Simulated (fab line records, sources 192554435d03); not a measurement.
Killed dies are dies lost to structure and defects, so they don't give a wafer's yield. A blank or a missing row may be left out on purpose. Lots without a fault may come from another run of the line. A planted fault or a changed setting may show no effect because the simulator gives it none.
fab line records | flow n5_finfet
record lots=22 wafers=66 last_day=18
route steps=1938 shown BEOL_M4@1059
lots that met no fault: from a run of the same line without faults
start_h: hours from the record's first day to the start of the lot's first wafer shown | wait_h: hours since the lot's step before | " the same as in the row above | L1.1+2: a row that stands for several wafers | - no value, or no start given | * or withheld: withheld | < > ~ a bound
route shown NAME@n: a module of which the file shows steps, and the number in the route of the first | usual: mean/standard deviation of fault-free wafers | same: alike in all rows | chamber/n: place in a boat | sites: the reading at each site | _std_site: their standard deviation | _edge_site: outer sites' mean less inner sites' | radius_mm: how far each site lies from the wafer's centre | mask NAME#n: copy n | behind: the tool/chamber that last shaped the wafer | hold: why the lot was held/for how many hours/how that ended | device: the transistor (n, p or np) that didn't switch | end of line: the same wafers' tests at the end of the route | a step without rows: its recipe alone | killed: dies lost to structure and defects at the first sort, not the wafer's yield | map: a wafer's dies, x killed, . not, _ none there
set.NAME: the setting as run; set.NAME@STEP: as run at that earlier step | model.NAME: the simulator's own value behind a step, which no gauge read
steps of the route over a sample of lots; a table a step, a row a wafer
services: from which hour (start_h, from the record's first day; less than 0 if before it) a tool's chamber was out of use, for how many hours, and why
## steps
# step N5_BEOL_M4_DESCUM_33
# recipe chemistry=O2 time_s=7 source_power_w=50 bias_power_w=20 pressure_mtorr=20 rf_frequency_hz=2.712e+07 temp_c=40 resist=CAR-EUV o2_flow_sccm=225
# usual drypump_motor_current_A=5.6/0.42 oes_product_au=0.82/0.088 rf_vpp_V=243.5/1.5 showerhead_plenum_p_Torr=2.13/0.083 temp_c=40.00/0.11 throttle_valve_pct=20.46/0.27
# columns lot.wafer tool chamber start_h wait_h drypump_motor_current_A oes_product_au rf_hours_counter_h rf_vpp_V showerhead_plenum_p_Torr temp_c throttle_valve_pct
L074.1 rie_diel-05 0 155.77 0.4 4.7 0.90 32 244.9 2.14 40.02 20.16
L074.5 " 3 " " 6.3 0.95 - 243.4 2.08 39.82 20.03
L074.6 " 0 " " 4.7 0.90 - 244.1 2.14 39.92 20.14
L075.3 rie_diel-03 0 163.62 0.0 5.5 0.74 177 242.6 1.99 39.98 20.82
L075.4 " 3 " " 5.4 0.80 - 245.3 2.21 39.96 20.38
L075.6 " 2 " " 6.0 0.90 - 246.1 2.23 40.12 20.18
L076.1 rie_diel-01 1 170.95 0.1 5.0 0.69 220 243.6 2.16 39.80 20.87
L076.3 " 0 " " 5.7 0.96 6 244.6 2.15 39.91 20.44
L076.5 " 0 " " 5.8 0.95 - 243.5 2.15 39.95 20.44
L077.1 rie_diel-01 3 181.03 0.2 5.6 0.77 111 242.7 2.12 40.03 20.24
L077.4 " 3 " " 5.6 0.77 - 242.7 2.12 39.96 20.28
L077.5 " 1 " " 5.0 0.69 - 245.0 2.16 40.03 20.87
L078.1 rie_diel-05 3 181.85 0.0 6.3 0.91 25 242.9 2.07 39.79 20.04
L078.3 " 2 " " 5.7 0.67 233 241.8 2.07 39.96 20.67
L078.5 " 3 " " 6.3 0.91 - 242.9 2.07 39.87 20.05
L079.2 rie_diel-01 2 184.81 0.0 5.9 1.02 0 244.2 2.28 39.94 20.68
L079.3 " 3 " " 5.5 0.78 113 244.6 2.12 39.90 20.27
L079.6 " 3 " " 5.5 0.77 - 242.8 2.12 39.92 20.27
L081.1 rie_diel-03 3 212.98 0.0 5.4 0.78 97 244.1 2.20 39.90 20.41
L081.3 " 0 " " 5.5 0.73 194 241.4 1.98 39.99 20.85
L081.6 " 1 " " 5.0 0.93 - 245.9 2.21 40.15 20.15
L083.1 rie_diel-03 2 214.86 0.0 6.0 0.87 50 244.4 2.22 39.98 20.20
L083.2 " 0 " " 5.5 0.73 194 241.3 1.98 40.02 20.85
L083.3 " 3 " " 5.4 0.79 97 246.8 2.20 39.96 20.40
L082.1 rie_diel-01 3 223.03 0.2 5.6 0.75 126 243.2 2.11 40.05 20.29
L082.4 " 2 " " 5.9 0.94 14 244.2 2.27 39.95 20.70
L082.5 " 1 " " 5.0 0.67 - 241.2 2.15 40.20 20.87
L084.2 rie_diel-05 3 236.82 0.0 6.3 0.87 43 242.9 2.07 39.93 20.08
L084.4 " 0 " " 4.7 0.84 60 243.6 2.13 40.07 20.17
L084.5 " 2 " " 5.7 0.65 - 240.2 2.06 40.00 20.69
L085.1 rie_diel-03 1 242.17 0.0 5.0 0.90 21 244.3 2.20 40.16 20.17
L085.3 " 3 " " 5.4 0.77 108 244.4 2.20 40.08 20.43
L085.6 " 1 " " 5.0 0.90 - 246.0 2.20 40.07 20.15
L086.1 rie_diel-05 3 245.13 0.0 6.3 0.87 47 242.2 2.07 40.08 20.06
L086.3 " 1 " " 5.6 0.76 139 241.5 2.04 40.00 20.73
L086.4 " 0 " " 4.7 0.84 64 244.6 2.13 39.90 20.19
L087.1 rie_diel-03 0 245.35 0.0 5.5 0.72 206 239.9 1.98 39.92 20.87
L087.2 " 1 " " 5.0 0.90 22 245.5 2.20 40.01 20.15
L087.5 " 0 " " 5.5 0.72 - 238.2 1.98 40.07 20.88
L088.3 rie_diel-05 3 248.01 0.0 6.3 0.87 48 242.4 2.07 40.07 20.07
L088.4 " 1 " " 5.6 0.76 140 241.2 2.04 39.89 20.71
L088.5 " 1 " " 5.6 0.77 - 240.8 2.04 39.79 20.73
L089.2 rie_diel-03 2 250.19 0.2 6.0 0.85 63 245.3 2.22 39.84 20.23
L089.3 " 3 " " 5.4 0.77 111 244.0 2.20 40.07 20.44
L089.5 " 3 " " 5.4 0.76 - 244.3 2.20 40.13 20.43
L090.2 rie_diel-05 0 254.01 0.0 4.7 0.84 67 244.0 2.13 40.15 20.20
L090.5 " 3 " " 6.3 0.86 - 242.6 2.07 39.91 20.07
L090.6 " 0 " " 4.7 0.84 - 243.6 2.13 39.86 20.19
L091.2 rie_diel-01 0 260.34 0.0 5.8 0.87 39 244.2 2.14 40.10 20.49
L091.5 " 3 " " 5.6 0.74 - 243.1 2.11 39.98 20.29
L091.6 " 0 " " 5.8 0.87 - 245.5 2.14 39.99 20.46
L092.1 rie_diel-01 0 279.09 0.0 5.8 0.88 45 242.8 2.14 40.06 20.52
L092.2 " 3 " " 5.6 0.75 145 242.9 2.11 39.93 20.30
L092.5 " 2 " " 5.9 0.91 - 246.2 2.26 39.95 20.74
L093.3 rie_diel-01 2 280.80 0.4 5.9 0.90 34 243.6 2.26 39.90 20.73
L093.4 " 0 " " 5.8 0.87 - 243.9 2.14 40.13 20.50
L093.6 " 3 " " 5.5 0.74 - 243.2 2.10 40.12 20.31
L094.3 rie_diel-03 1 291.02 0.4 5.0 0.87 37 244.8 2.20 40.11 20.19
L094.4 " 3 " " 5.4 0.76 123 244.0 2.19 40.03 20.45
L094.5 " 3 " " 5.4 0.77 - 243.9 2.19 39.94 20.46
L095.1 rie_diel-03 3 298.21 0.6 5.4 0.76 127 244.3 2.19 39.93 20.44
L095.4 " 2 " " 6.0 0.82 83 244.8 2.21 39.95 20.25
L095.6 " 0 " " 5.5 0.70 - 241.1 1.97 40.09 20.88
L096.2 rie_diel-01 3 299.66 1.1 5.6 0.73 156 242.1 2.10 40.13 20.33
L096.3 " 1 " " 5.0 0.94 8 244.1 2.14 40.22 20.42
L096.4 " 2 " " 6.0 0.89 45 244.9 2.26 40.24 20.74
# step N5_BEOL_M4_ETCH_69
# recipe chemistry=CF4 target=SiARC target_depth_a=156 mask_material=CAR-EUV time_s=26 ion_energy_ev=80 pressure_mtorr=40 source_w=545 bias_w=36 Ar_flow_sccm=100 cf4_flow_sccm=100 ends=cleared
# usual drypump_motor_current_A=5.6/0.41 etch_rf_on_time_s=26.1/0.83 oes_product_au=0.70/0.076 rf_vpp_V=184.4/1.2 showerhead_plenum_p_Torr=2.18/0.079 throttle_valve_pct=15.59/0.25
# columns lot.wafer tool chamber start_h wait_h drypump_motor_current_A etch_rf_on_time_s oes_product_au rf_hours_counter_h rf_vpp_V showerhead_plenum_p_Torr throttle_valve_pct
L074.1 rie_diel-05 0 155.82 0.0 4.7 25.5 0.77 32 184.6 2.19 15.31
L074.5 " 3 " " 6.3 26.3 0.79 - 183.7 2.12 15.16
L074.6 " 0 " " 4.7 25.6 0.76 - 184.6 2.19 15.33
L075.3 rie_diel-03 0 163.67 0.0 5.6 26.9 0.61 177 182.7 2.05 16.01
L075.4 " 3 " " 5.4 27.8 0.67 - 184.7 2.25 15.49
L075.6 " 2 " " 6.0 25.0 0.77 - 185.8 2.27 15.29
L076.1 rie_diel-01 1 171.00 0.0 5.0 26.0 0.59 220 185.0 2.21 16.00
L076.3 " 0 " " 5.8 26.5 0.80 6 183.8 2.20 15.52
L076.5 " 0 " " 5.8 26.6 0.80 - 184.5 2.20 15.51
L077.1 rie_diel-01 3 181.08 0.0 5.6 26.4 0.66 111 184.3 2.15 15.36
L077.4 " 3 " " 5.6 26.5 0.66 - 184.2 2.15 15.36
L077.5 " 1 " " 5.0 25.8 0.59 - 184.8 2.21 16.00
L078.1 rie_diel-05 3 181.90 0.0 6.3 26.1 0.77 25 184.6 2.12 15.18
L078.3 " 2 " " 5.7 25.6 0.58 233 183.7 2.09 15.85
L078.5 " 3 " " 6.3 26.2 0.77 - 183.4 2.12 15.18
L079.2 rie_diel-01 2 184.86 0.0 5.9 25.8 0.86 0 185.6 2.28 15.59
L079.3 " 3 " " 5.6 26.7 0.65 113 182.9 2.15 15.35
L079.6 " 3 " " 5.6 26.6 0.66 - 184.0 2.15 15.38
L081.1 rie_diel-03 3 213.03 0.0 5.4 27.4 0.67 97 184.7 2.24 15.54
L081.3 " 0 " " 5.5 26.9 0.60 194 181.2 2.04 16.03
L081.6 " 1 " " 5.0 24.7 0.81 - 186.3 2.28 15.46
L083.1 rie_diel-03 2 214.91 0.0 6.0 25.1 0.75 50 186.0 2.26 15.33
L083.2 " 0 " " 5.5 26.9 0.60 194 182.4 2.04 16.04
L083.3 " 3 " " 5.4 27.5 0.67 97 185.3 2.24 15.55
L082.1 rie_diel-01 3 223.08 0.0 5.6 26.3 0.65 126 185.2 2.14 15.39
L082.4 " 2 " " 5.9 25.6 0.80 14 184.9 2.28 15.62
L082.5 " 1 " " 5.1 25.9 0.58 - 184.5 2.21 16.03
L084.2 rie_diel-05 3 236.88 0.0 6.3 26.8 0.74 43 183.8 2.11 15.23
L084.4 " 0 " " 4.7 25.8 0.72 60 184.5 2.18 15.39
L084.5 " 2 " " 5.7 25.9 0.57 - 182.9 2.09 15.87
L085.1 rie_diel-03 1 242.22 0.0 5.0 25.2 0.78 21 185.6 2.28 15.49
L085.3 " 3 " " 5.4 27.7 0.65 108 187.1 2.24 15.57
L085.6 " 1 " " 5.0 25.1 0.77 - 187.5 2.28 15.47
L086.1 rie_diel-05 3 245.18 0.0 6.3 26.7 0.73 47 184.1 2.11 15.24
L086.3 " 1 " " 5.6 26.4 0.66 139 182.6 2.06 15.74
L086.4 " 0 " " 4.7 25.8 0.71 64 184.0 2.18 15.40
L087.1 rie_diel-03 0 245.40 0.0 5.5 27.0 0.59 206 182.4 2.04 16.08
L087.2 " 1 " " 5.0 24.9 0.78 22 185.8 2.28 15.48
L087.5 " 0 " " 5.5 26.9 0.60 - 182.9 2.04 16.06
L088.3 rie_diel-05 3 248.06 0.0 6.3 26.8 0.73 48 183.5 2.11 15.22
L088.4 " 1 " " 5.5 26.3 0.66 140 182.8 2.06 15.75
L088.5 " 1 " " 5.5 26.4 0.66 - 183.2 2.06 15.75
L089.2 rie_diel-03 2 250.24 0.0 6.0 24.7 0.74 63 185.4 2.26 15.33
L089.3 " 3 " " 5.4 27.5 0.65 111 185.0 2.24 15.57
L089.5 " 3 " " 5.4 27.6 0.65 - 183.8 2.24 15.56
L090.2 rie_diel-05 0 254.06 0.0 4.7 26.0 0.72 67 183.9 2.18 15.40
L090.5 " 3 " " 6.3 26.6 0.73 - 182.2 2.11 15.24
L090.6 " 0 " " 4.7 26.0 0.71 - 184.1 2.18 15.39
L091.2 rie_diel-01 0 260.40 0.0 5.8 26.4 0.74 39 184.8 2.18 15.56
L091.5 " 3 " " 5.6 26.3 0.64 - 184.3 2.14 15.40
L091.6 " 0 " " 5.8 26.2 0.75 - 182.5 2.18 15.58
L092.1 rie_diel-01 0 279.14 0.0 5.8 26.0 0.74 45 182.5 2.18 15.57
L092.2 " 3 " " 5.5 26.2 0.64 145 184.5 2.14 15.42
L092.5 " 2 " " 5.9 25.4 0.77 - 184.7 2.27 15.66
L093.3 rie_diel-01 2 280.85 0.0 5.9 25.7 0.76 34 185.8 2.27 15.68
L093.4 " 0 " " 5.8 26.2 0.74 - 184.7 2.18 15.59
L093.6 " 3 " " 5.5 26.6 0.63 - 183.9 2.14 15.42
L094.3 rie_diel-03 1 291.08 0.0 5.0 24.9 0.75 37 184.2 2.27 15.52
L094.4 " 3 " " 5.4 27.2 0.65 123 184.0 2.23 15.60
L094.5 " 3 " " 5.4 27.4 0.64 - 184.9 2.23 15.61
L095.1 rie_diel-03 3 298.26 0.0 5.4 27.3 0.65 127 186.8 2.23 15.59
L095.4 " 2 " " 6.0 25.0 0.71 83 184.1 2.25 15.39
L095.6 " 0 " " 5.5 27.0 0.58 - 181.8 2.03 16.10
L096.2 rie_diel-01 3 299.71 0.0 5.6 26.8 0.63 156 185.4 2.13 15.45
L096.3 " 1 " " 5.0 24.6 0.82 8 183.5 2.20 15.55
L096.4 " 2 " " 5.9 25.4 0.76 45 185.9 2.27 15.69
# step N5_BEOL_M4_ALD_84
# recipe material=TaN target_thk_a=* temp_c=275 ald_precursor_family=PDMAT ald_co_reactant=NH3 pressure_torr=3 carrier_flow_sccm=1500 pulse_time_s=2 purge_time_s=3 co_reactant_purge_time_s=2 co_reactant_pulse_time_s=3 ald_cycles=30 precursor_vessel_temp_c=75 precursor_vessel_pressure_torr=26.25 precursor_vessel_carrier_sccm=1000
# usual heater_power_w=420/49 susceptor_temp_C=274.99/0.21
# columns lot.wafer tool chamber start_h wait_h heater_power_w susceptor_temp_C
L074.1 ald_metal-01 1 157.88 0.1 446 274.63
L074.5 " 0 " " 344 274.92
L074.6 " 1 " " 449 274.79
L075.3 ald_metal-01 2 166.40 0.0 454 275.06
L075.4 " 3 " " 378 274.95
L075.6 " 2 " " 465 274.92
L076.1 ald_metal-02 3 175.63 0.0 392 274.85
L076.3 " 0 " " 466 275.02
L076.5 " 2 " " 404 275.06
L077.1 ald_metal-01 2 184.80 0.3 458 274.75
L077.4 " 1 " " 465 275.00
L077.5 " 1 " " 462 275.24
L078.1 ald_metal-02 2 184.98 0.3 394 275.09
L078.3 " 0 " " 453 274.93
L078.5 " 0 " " 457 274.94
L079.2 ald_metal-02 1 188.23 0.0 445 274.60
L079.3 " 3 " " 400 275.19
L079.6 " 0 " " 463 275.26
L081.1 ald_metal-01 0 216.46 0.0 341 275.10
L081.3 " 1 " " 456 274.89
L081.6 " 1 " " 456 275.40
L083.1 ald_metal-03 3 221.66 0.0 462 274.85
L083.2 " 1 " " 550 274.76
L083.3 " 0 " " 323 275.22
L082.1 ald_metal-03 2 231.90 0.0 377 274.96
L082.4 " 0 " " 328 274.83
L082.5 " 0 " " 327 274.78
L084.2 ald_metal-02 1 248.00 0.0 424 274.87
L084.4 " 1 " " 418 275.24
L084.5 " 2 " " 405 275.35
L085.1 ald_metal-02 1 248.52 0.0 421 274.77
L085.3 " 2 " " 403 274.65
L085.6 " 1 " " 427 274.94
L086.1 ald_metal-01 2 248.65 0.1 466 274.81
L086.3 " 3 " " 384 275.04
L086.4 " 0 " " 355 275.22
L087.1 ald_metal-01 1 253.33 0.3 453 275.01
L087.2 " 2 " " 468 275.13
L087.5 " 2 " " 458 275.22
L089.2 ald_metal-01 1 254.73 0.0 455 274.68
L089.3 " 0 " " 339 274.87
L089.5 " 2 " " 466 274.71
L088.3 ald_metal-03 0 254.93 0.0 325 274.59
L088.4 " 3 " " 475 274.95
L088.5 " 2 " " 375 274.59
L090.2 ald_metal-01 2 258.59 0.0 459 275.22
L090.5 " 1 " " 453 275.12
L090.6 " 2 " " 456 275.17
L091.2 ald_metal-01 2 279.77 0.1 459 275.15
L091.5 " 3 " " 374 275.12
L091.6 " 2 " " 457 275.15
L092.1 ald_metal-02 0 280.87 0.0 467 274.78
L092.2 " 1 " " 437 274.77
L092.5 " 0 " " 466 274.94
L093.3 ald_metal-02 3 284.32 0.0 401 275.14
L093.4 " 0 " " 456 275.07
L093.6 " 2 " " 402 275.12
L094.3 ald_metal-02 0 306.83 0.0 457 275.11
L094.4 " 2 " " 392 274.72
L094.5 " 0 " " 450 275.08
L095.1 ald_metal-03 2 306.94 0.0 377 275.12
L095.4 " 1 " " 538 274.61
L095.6 " 2 " " 373 274.98
L096.2 ald_metal-01 1 307.09 0.1 449 275.42
L096.3 " 3 " " 390 274.78
L096.4 " 2 " " 452 275.12
# step N5_BEOL_M4_SPUTTER_79
# recipe material=Cu target_thk_a=45 temp_c=-20 chamber_pressure_pa=0.07 power_w=withheld time_s=8.29
# usual susceptor_temp_C=-19.99/0.1 throttle_valve_pct=29.9/1.1
# columns lot.wafer tool chamber start_h wait_h susceptor_temp_C throttle_valve_pct
L074.1 pvd_sputter-03 - 160.02 0.1 -20.02 32.0
L074.5 " - " " -19.83 31.6
L074.6 " - " " -19.90 28.5
L075.3 pvd_sputter-03 - 167.11 0.1 -19.99 28.7
L075.4 " - " " -20.07 28.5
L075.6 " - " " -19.91 28.7
L076.1 pvd_sputter-03 - 176.91 0.1 -20.13 28.4
L076.3 " - " " -20.04 29.6
L076.5 " - " " -19.86 28.7
L077.1 pvd_sputter-02 - 185.79 0.1 -19.93 29.8
L077.4 " - " " -19.96 31.2
L077.5 " - " " -19.98 28.7
L078.1 pvd_sputter-03 - 185.93 0.1 -19.89 31.9
L078.3 " - " " -20.11 28.4
L078.5 " - " " -19.96 31.5
L079.2 pvd_sputter-02 - 189.15 0.1 -19.94 31.2
L079.3 " - " " -19.88 28.7
L079.6 " - " " -19.87 29.8
L081.1 pvd_sputter-01 - 217.41 0.1 -19.91 29.8
L081.3 " - " " -19.89 29.9
L081.6 " - " " -19.89 30.0
L083.1 pvd_sputter-02 - 222.76 0.1 -20.00 29.9
L083.2 " - " " -20.11 28.9
L083.3 " - " " -20.14 29.8
L082.1 pvd_sputter-02 - 234.26 0.1 -19.96 29.4
L082.4 " - " " -20.04 31.2
L082.5 " - " " -20.13 29.0
L084.2 pvd_sputter-01 - 248.75 0.1 -20.09 31.0
L084.4 " - " " -19.92 29.7
L084.5 " - " " -20.10 29.8
L085.1 pvd_sputter-02 - 249.33 0.1 -20.06 31.6
L085.3 " - " " -20.01 29.4
L085.6 " - " " -20.00 29.7
L086.1 pvd_sputter-01 - 250.59 0.1 -20.10 29.7
L086.3 " - " " -19.90 29.9
L086.4 " - " " -20.03 29.8
L087.1 pvd_sputter-02 - 254.39 0.1 -20.06 31.3
L087.2 " - " " -20.05 29.8
L087.5 " - " " -20.00 29.9
L089.2 pvd_sputter-03 - 255.43 0.1 -20.22 31.7
L089.3 " - " " -20.02 28.6
L089.5 " - " " -19.91 29.5
L088.3 pvd_sputter-02 - 256.23 0.1 -19.80 29.7
L088.4 " - " " -19.88 28.7
L088.5 " - " " -20.05 29.8
L090.2 pvd_sputter-01 - 260.03 0.1 -20.27 31.2
L090.5 " - " " -19.99 29.6
L090.6 " - " " -20.09 30.0
L091.2 pvd_sputter-03 - 280.73 0.1 -19.91 31.9
L091.5 " - " " -19.98 28.5
L091.6 " - " " -19.97 28.6
L092.1 pvd_sputter-01 - 281.54 0.1 -20.07 29.4
L092.2 " - " " -19.96 30.9
L092.5 " - " " -19.94 31.2
L093.3 pvd_sputter-01 - 285.20 0.1 -20.04 30.1
L093.4 " - " " -20.07 31.3
L093.6 " - " " -19.99 30.7
L094.3 pvd_sputter-01 - 307.66 0.1 -20.04 29.9
L094.4 " - " " -19.90 29.7
L094.5 " - " " -19.87 29.5
L095.1 pvd_sputter-03 - 307.79 0.1 -20.00 31.9
L095.4 " - " " -20.08 29.6
L095.6 " - " " -19.83 31.5
L096.2 pvd_sputter-02 - 307.97 0.1 -19.97 29.6
L096.3 " - " " -20.05 28.8
L096.4 " - " " -19.92 29.9
# step N5_BEOL_M4_ANNEAL_89
# recipe temp_c=400 time_s=240 ambient=vacuum
# usual heater_power_w=804/86 susceptor_temp_C=399.96/0.22 susceptor_temp_C_max=400.9/0.34
# columns lot.wafer tool chamber start_h wait_h heater_power_w susceptor_temp_C susceptor_temp_C_max
L074.1 pvd_sputter-03 - 160.76 0.0 711 400.03 400.7
L074.5 " - " " 721 399.99 400.6
L074.6 " - " " 693 400.22 401.5
L075.3 pvd_sputter-03 - 167.85 0.0 700 400.17 401.5
L075.4 " - " " 698 400.20 401.4
L075.6 " - " " 918 400.15 401.0
L076.1 pvd_sputter-03 - 177.65 0.0 693 400.23 401.9
L076.3 " - " " 790 400.69 401.7
L076.5 " - " " 942 399.68 400.4
L077.1 pvd_sputter-02 - 186.53 0.0 813 400.31 401.5
L077.4 " - " " 697 399.97 400.7
L077.5 " - " " 878 400.22 401.2
L078.1 pvd_sputter-03 - 186.67 0.0 720 400.05 400.7
L078.3 " - " " 963 399.90 400.7
L078.5 " - " " 715 400.29 401.0
L079.2 pvd_sputter-02 - 189.89 0.0 684 399.90 400.7
L079.3 " - " " 865 400.42 401.0
L079.6 " - " " 832 399.79 401.0
L081.1 pvd_sputter-01 - 218.89 0.1 819 399.78 400.5
L081.3 " - " " 736 400.18 401.1
L081.6 " - " " 748 400.24 401.0
L083.1 pvd_sputter-02 - 223.50 0.0 816 399.88 400.6
L083.2 " - " " 903 400.06 400.8
L083.3 " - " " 820 400.37 401.2
L082.1 pvd_sputter-02 - 235.00 0.0 843 399.45 400.3
L082.4 " - " " 676 399.91 400.6
L082.5 " - " " 891 399.72 400.7
L084.2 pvd_sputter-01 - 249.49 0.0 917 399.84 400.9
L084.4 " - " " 738 399.89 400.7
L084.5 " - " " 813 400.29 401.1
L085.1 pvd_sputter-02 - 250.07 0.0 692 399.98 400.8
L085.3 " - " " 830 400.04 401.0
L085.6 " - " " 853 400.03 400.7
L086.1 pvd_sputter-01 - 251.33 0.0 861 399.51 400.6
L086.3 " - " " 754 400.03 401.0
L086.4 " - " " 815 400.03 400.7
L087.1 pvd_sputter-02 - 255.13 0.0 673 400.16 401.4
L087.2 " - " " 819 400.11 401.0
L087.5 " - " " 820 399.84 400.5
L089.2 pvd_sputter-03 - 256.17 0.0 704 399.95 400.6
L089.3 " - " " 686 399.92 401.4
L089.5 " - " " 777 400.15 401.1
L088.3 pvd_sputter-02 - 256.97 0.0 826 399.45 400.1
L088.4 " - " " 883 399.91 400.8
L088.5 " - " " 803 399.75 400.6
L090.2 pvd_sputter-01 - 260.77 0.0 900 399.74 400.5
L090.5 " - " " 865 400.16 401.6
L090.6 " - " " 811 399.79 400.5
L091.2 pvd_sputter-03 - 281.47 0.0 716 400.02 400.5
L091.5 " - " " 937 399.93 400.6
L091.6 " - " " 682 400.01 401.3
L092.1 pvd_sputter-01 - 282.28 0.0 872 399.84 401.0
L092.2 " - " " 915 399.69 400.6
L092.5 " - " " 915 399.58 400.6
L093.3 pvd_sputter-01 - 285.94 0.0 736 399.83 400.6
L093.4 " - " " 916 399.82 400.5
L093.6 " - " " 926 399.78 400.8
L094.3 pvd_sputter-01 - 308.40 0.0 810 400.03 401.2
L094.4 " - " " 743 399.86 400.6
L094.5 " - " " 868 400.11 401.1
L095.1 pvd_sputter-03 - 308.53 0.0 720 400.32 401.4
L095.4 " - " " 798 399.75 400.6
L095.6 " - " " 724 400.35 400.9
L096.2 pvd_sputter-02 - 308.71 0.0 832 399.79 400.5
L096.3 " - " " 884 399.61 400.7
L096.4 " - " " 813 399.81 400.6
# step N5_BEOL_M4_CMP_52
# recipe stop_on=SiOC t_overpolish_s=6.8 down_force_psi=1 platen_rpm=50 clearing_platen_down_force_psi=1.5 clearing_platen_rpm=50 post_cmp_clean=cu_alkaline target_thk_nm=40 clearing_platen_pad_velocity_m_s=0.99484 pad_velocity_m_s=0.99484
# usual barrier_field_endpoint_s=24.9/0.8 motor_current_A=6.1/0.72 overpolish_run_s=6.800/0.008 retaining_ring_pressure_frac=1.000/0.0046 time_to_endpoint_s=63/4
# columns lot.wafer tool chamber start_h wait_h barrier_field_endpoint_s motor_current_A overpolish_run_s retaining_ring_pressure_frac time_to_endpoint_s
L074.1 cmp-01 0 162.78 0.5 24.6 6.0 6.803 0.993 60
L074.5 " 3 " " 24.7 6.1 6.789 1.000 61
L074.6 " 0 " " 24.1 6.1 6.799 0.998 59
L075.3 cmp-03 0 169.22 0.2 25.1 5.7 6.799 0.996 70
L075.4 " 1 " " 24.3 5.8 6.804 1.002 62
L075.6 " 3 " " 24.7 5.4 6.804 0.997 60
L076.1 cmp-03 2 178.99 0.3 23.1 7.1 6.793 1.002 61
L076.3 " 3 " " 24.4 5.3 6.800 0.994 62
L076.5 " 2 " " 24.0 7.6 6.807 1.003 58
L077.1 cmp-03 3 187.86 0.3 24.8 5.2 6.808 0.998 62
L077.4 " 1 " " 24.9 5.7 6.819 0.997 64
L077.5 " 2 " " 24.9 7.6 6.796 1.012 59
L078.1 cmp-04 0 188.01 0.3 23.4 5.7 6.796 1.002 55
L078.3 " 1 " " 25.2 7.0 6.803 1.001 68
L078.5 " 0 " " 24.8 5.5 6.802 0.995 60
L079.3 cmp-04 2 191.22 0.2 24.4 6.6 6.792 1.001 66
L079.2 " 0 " " 23.9 5.7 6.812 1.007 58
L079.6 " 2 " " 24.1 6.6 6.787 1.000 64
L081.3 cmp-04 2 221.06 0.2 25.6 6.1 6.817 1.000 63
L081.1 " 1 " " 26.0 6.9 6.802 1.006 66
L081.6 " 3 " " 25.3 5.8 6.814 1.001 62
L083.1 cmp-01 3 224.80 0.3 24.2 6.2 6.799 1.002 57
L083.2 " 0 " " 24.2 6.1 6.799 0.999 57
L083.3 " 2 " " 24.1 5.1 6.811 1.002 54
L082.4 cmp-04 1 236.53 0.2 26.2 6.7 6.818 1.005 67
L082.1 " 2 " " 25.1 6.4 6.799 0.999 67
L082.5 " 0 " " 24.2 5.7 6.811 0.998 61
L084.2 cmp-01 0 250.79 0.2 23.6 6.1 6.792 1.007 59
L084.4 " 1 " " 24.5 5.1 6.790 1.006 63
L084.5 " 1 " " 24.0 5.4 6.809 0.996 63
L085.1 cmp-03 3 251.45 0.3 24.7 5.2 6.797 1.003 62
L085.3 " 1 " " 23.5 5.9 6.805 0.997 58
L085.6 " 0 " " 25.3 5.9 6.804 0.994 66
L086.4 cmp-04 0 252.63 0.1 25.1 5.6 6.808 0.999 63
L086.3 " 1 " " 26.1 7.0 6.811 1.007 69
L086.1 " 2 " " 25.2 6.1 6.807 1.001 68
L087.2 cmp-03 0 256.42 0.2 25.2 6.0 6.816 0.994 69
L087.1 " 1 " " 24.8 5.7 6.798 0.997 62
L087.5 " 0 " " 25.7 5.4 6.792 0.995 67
L089.3 cmp-04 1 257.50 0.2 25.6 7.1 6.802 1.010 68
L089.2 " 2 " " 25.1 6.4 6.801 1.015 67
L089.5 " 1 " " 25.4 7.0 6.815 0.993 67
L088.3 cmp-04 3 258.30 0.2 26.0 5.4 6.807 0.991 69
L088.4 " 1 " " 27.0 7.2 6.789 0.996 72
L088.5 " 3 " " 26.3 5.9 6.804 1.002 68
L090.2 cmp-04 0 262.14 0.3 24.6 5.7 6.790 0.997 64
L090.6 " 2 " " 25.9 6.8 6.804 1.001 70
L090.5 " 3 " " 25.5 5.8 6.794 0.999 67
L091.2 cmp-01 1 282.80 0.2 25.8 5.2 6.799 0.998 71
L091.6 " 0 " " 25.4 6.0 6.801 0.996 64
L091.5 " 1 " " 26.6 5.1 6.806 0.996 71
L092.2 cmp-01 1 283.62 0.3 25.4 4.9 6.795 0.992 64
L092.1 " 2 " " 24.6 5.4 6.803 1.002 58
L092.5 " 0 " " 25.1 6.2 6.793 1.010 62
L093.3 cmp-04 2 287.27 0.2 25.2 6.3 6.803 1.000 67
L093.4 " 0 " " 25.0 5.4 6.801 1.003 61
L093.6 " 2 " " 26.1 6.3 6.810 0.996 65
L094.3 cmp-01 2 309.75 0.2 23.8 5.4 6.789 0.995 60
L094.4 " 3 " " 24.8 6.5 6.801 0.996 64
L094.5 " 2 " " 24.8 5.0 6.803 0.995 60
L095.4 cmp-03 1 309.82 0.1 25.5 6.0 6.786 1.004 66
L095.1 " 0 " " 26.9 6.1 6.798 1.001 74
L095.6 " 2 " " 24.9 7.6 6.809 0.992 62
L096.3 cmp-04 2 311.36 1.5 25.0 6.2 6.813 1.001 64
L096.2 " 3 " " 24.2 5.7 6.813 0.995 65
L096.4 " 1 " " 24.4 6.7 6.798 1.000 64
## services
# columns tool chamber start_h hours kind
pvd_sputter-01 - 133.40 2.5 repair
ald_metal-02 - 137.72 6.0 pm
rie_diel-01 0 141.30 - clean
rie_diel-01 0 141.30 - consumable_replace:focus_ring
rie_diel-01 0 141.30 18.6 scheduled_down
rie_diel-01 0 141.30 18.6 vent_cycle
cmp-03 - 149.96 3.7 repair
rie_diel-03 0 167.94 1.8 repair
cmp-03 - 169.69 6.0 pm
cmp-03 - 197.42 0.9 repair
cmp-01 - 200.65 0.3 repair
cmp-01 - 203.69 1.4 repair
cmp-04 - 214.51 0.7 repair
ald_metal-02 - 226.08 2.8 pm
ald_metal-02 3 229.30 42.8 repair
rie_diel-01 3 233.35 4.4 repair
rie_diel-05 2 248.24 5.7 repair
rie_diel-03 1 260.43 9.6 repair
rie_diel-03 3 273.20 6.0 repair
rie_diel-05 - 280.28 28.1 pm
cmp-04 - 280.88 4.0 pm
cmp-03 - 289.89 0.8 repair
cmp-01 - 291.28 3.5 repair
cmp-04 - 307.64 0.8 repair
## key
fault none
